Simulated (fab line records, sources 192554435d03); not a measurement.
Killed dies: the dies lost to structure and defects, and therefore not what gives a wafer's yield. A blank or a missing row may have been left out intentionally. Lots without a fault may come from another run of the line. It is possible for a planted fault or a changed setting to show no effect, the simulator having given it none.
A lot that was struck, set against a sound lot | flow n5Finfet | 37 steps out of a route of 1938
Sound: these wafers, L560.1, L560.4, L560.6. Struck: wafer L549.1 (L549.3, L549.4, from the same lot, were not struck and are left out); the cause is given at the end.
At each step with rows: each side's tool, then ch and its chambers, then its first start. Under that, the readings that differ: sound wafers | struck wafers | difference of the means | sigmas: that difference in standard deviations of wafers without a fault.
alike: readings whose means differ by less than 2 such deviations, and words and numbers that are the same on both sides. not compared: withheld readings, readings that some wafer has no value for, bounds like >300 that may hide the same value, and numbers for which the record gives no deviation and whose values overlap.
A row with sigmas, a row that says differs or no value, or rows on one side alone: a step with any of these is where the two part. Non-overlapping numbers with no deviation appear without sigmas and do not part them. Lack of a reading on every wafer of one side parts them only where that side has two or more wafers.

first, 9 steps without rows for these wafers: N5_BEOL_M7_DESCUM_33 (chemistry O2, time 7 s); N5_BEOL_M7_ETCH_72 (etches underlayer in N2/H2, target depth 6.5 nm, time 5.2 s); N5_BEOL_M7_ETCH_65 (etches SiARC in CF4, target depth 15.6 nm, time 26 s); N5_BEOL_M7_ETCH_66 (etches SOC in N2/H2, target depth 80 nm, overetch 16 nm, time 120 s); N5_BEOL_M7_STRIP_69 (strips in N2/H2); N5_BEOL_M7_STRIP_73 (strips in N2/H2); N5_BEOL_M7_VIA_ETCH_34 (etches SiCOH lowk in C4F6/O2, target depth 125.5 nm, time 50.5 s); N5_BEOL_M7_STRIP_76 (strips in C4F6/O2); N5_BEOL_M7_STRIP_36 (strips in N2/H2).
N5_BEOL_M7_TRENCH_ETCH_37: etches SiCOH lowk in C4F6/O2, target depth 93.478 nm, time 31.2 s.
  sound on rieDiel-04 ch 0,2,3, day 14 10:20; struck on rieDiel-01 ch 0, day 11 11:31
reading                                   | sound             | struck | difference | sigmas
biasW (W)                                 | 185.2 184.9 184.6 | 247.5  | +62.6      | +99 or more
drypumpMotorCurrentA (A)                  | 5.8 6.5 5.8       | 5.0    | -1.0       | -2
rfVppV (V)                                | 680 659 663       | 838    | +171       | +26
model.etch.depthNm (nm)                   | 94 91.2 93.96     | 102.8  | +9.7       | 
model.BEOL_M7.featureDepthNm (nm)         | 94 91.2 94        | 102.8  | +9.7       | 
model.TiN_of_BEOL_M7_HM_DEP_02.thkNm (nm) | 17 17 17.2        | 16.6   | -0.5       | 
  alike: C4F6_flow_sccm, oesProductAu, showerheadPlenumPTorr, throttleValvePct
  not compared: rfHoursCounterH
then, 2 steps without rows for these wafers: N5_BEOL_M7_ETCH_41 (etches SiCN in CH3F/O2, target depth 31.9 nm, time 57.8 s); N5_BEOL_M7_STRIP_80 (strips in N2/H2, time 10 s).
N5_BEOL_M7_OCD_MEAS_38:
  sound on ocd-02, day 14 10:29; struck on ocd-01, day 11 11:40
reading            | sound          | struck | difference | sigmas
trenchDepthNm (nm) | 94.5 91.4 93.8 | 103.1  | +9.9       | +7
then, 13 steps without rows for these wafers: N5_BEOL_M7_HM_STRIP_39 (strips TiN in peroxide tin strip, target depth 25 nm, time 158 s); N5_BEOL_M7_SRD_40 (time 30 s); N5_BEOL_M7_PRECLEAN_42 (cleans in residue remover, time 60 s); N5_BEOL_M7_SRD_43 (time 30 s); N5_BEOL_M7_CURE_75 (cures SiCOH lowk, time 120 s); N5_BEOL_M7_DEGAS_44 (time 60 s); N5_BEOL_M7_PRE_CLEAN_45 (time 30 s); N5_BEOL_M7_ALD_77 (deposits TaN, target thk 2 nm, pulse time 2 s, purge time 3 s); N5_BEOL_M7_SURFACE_TREAT_79; N5_BEOL_M7_CVD_78 (deposits Co from CCTBA/H2, target thk 2 nm, time 142.3 s); N5_BEOL_M7_SPUTTER_48 (material Cu, target thk 10 nm, time 1.667 s); N5_BEOL_M7_ECD_50 (material Cu, target thk 300 nm); N5_BEOL_M7_ANNEAL_51 (time 90 s).
N5_BEOL_M7_CMP_52: polishes, stops on SiCOH lowk, t overpolish 6.9 s, target thk 80 nm.
  sound on cmp-03 ch 0,1,2, day 14 13:24; struck on cmp-01 ch 2, day 11 13:38
reading                               | sound          | struck | difference | sigmas
barrierFieldEndpointS (s)             | 27.5 28.1 28.5 | 29.4   | +1.4       | +2
motorCurrentA (A)                     | 5.2 6.5 5.9    | 7.3    | +1.4       | +3
model.Cu_of_BEOL_M7_ECD_50.thkNm (nm) | 81 78 80.8     | 88.2   | +8.3       | 
  alike: headPressurePsi, overpolishRunS, timeToEndpointS
N5_BEOL_M7_THK_MEAS_53: measures by xrf.
  sound on filmMetro-01, day 14 13:40; struck on filmMetro-02, day 11 13:56
reading     | sound          | struck | difference | sigmas
M7_THK (nm) | 81.7 78.5 81.9 | 89.3   | +8.6       | +5
then, 2 steps without rows for these wafers: N5_BEOL_M7_PRE_CLEAN_55 (time 15 s); N5_BEOL_M7_DEP_56 (deposits SiCN from 3MS/NH3, target thk 10 nm, time 17.5 s).
N5_BEOL_M7_RS_MEAS_57: measurement is done with a four-point probe.
  sound on filmMetro-02, day 14 13:49; struck on filmMetro-01, day 11 14:04
reading        | sound             | struck | difference | sigmas
M7_RS (ohm/sq) | 0.282 0.295 0.284 | 0.255  | -0.032     | -5
then, 5 steps without rows for these wafers: N5_BEOL_M8_ILD_DEP_00 (deposits SiCOH lowk from DEMS/porogen, target thk 179.75 nm, time 33.4 s); N5_BEOL_M8_CURE_74 (cures SiCOH lowk, time 240 s); N5_BEOL_M8_PECVD_70 (deposits SiO2 from TEOS/O2, target thk 20 nm, time 22.7 s); N5_BEOL_M8_HM_DEP_02 (deposits TiN, target thk 20 nm); N5_BEOL_M8_COAT_59 (time 60 s, resist thk 100 nm).
-- here the record skips 2 days between the struck wafers' starts before and after, leaving off in module BEOL_M8 and picking up in module BEOL_M15 (first step shown: number 1830 of the route) --
N5_BEOL_M15_RC_MEAS_101:
  sound on prober-01 ch 0, day 16 18:35; struck on prober-02 ch 0, day 13 21:20
reading                   | sound                    | struck   | difference | sigmas
COMB_M11 (S/m)            | 2.7e-11 1.85e-11 1.7e-11 | 1.18e-11 | -9.03e-12  | -3
COMB_M6 (S/m)             | 2e-11 2.1e-11 2e-11      | 3.6e-11  | +1.6e-11   | +3
SERP_M7 (ohm/um)          | 13.3 13.9 13.1           | 12.4     | -1.0       | -2
SERP_M7_max_site (ohm/um) | 13.5 14.2 14.0           | 12.8     | -1.1       | -2
  alike: COMB_M10, COMB_M12, COMB_M13, COMB_M13_max_site, COMB_M14, COMB_M15, COMB_M5, COMB_M7, COMB_M8, COMB_M9, SERP_M10, SERP_M11, SERP_M12, SERP_M13, SERP_M14, SERP_M5, SERP_M6, SERP_M8, SERP_M9

== WHERE THEY PART ==
Earliest at N5_BEOL_M7_TRENCH_ETCH_37; latest, in this record, at N5_BEOL_M15_RC_MEAS_101.

WHY: whatever the simulator had introduced
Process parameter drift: rieDiel-01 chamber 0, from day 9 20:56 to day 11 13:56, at N5_BEOL_M7_TRENCH_ETCH_37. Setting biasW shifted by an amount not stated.
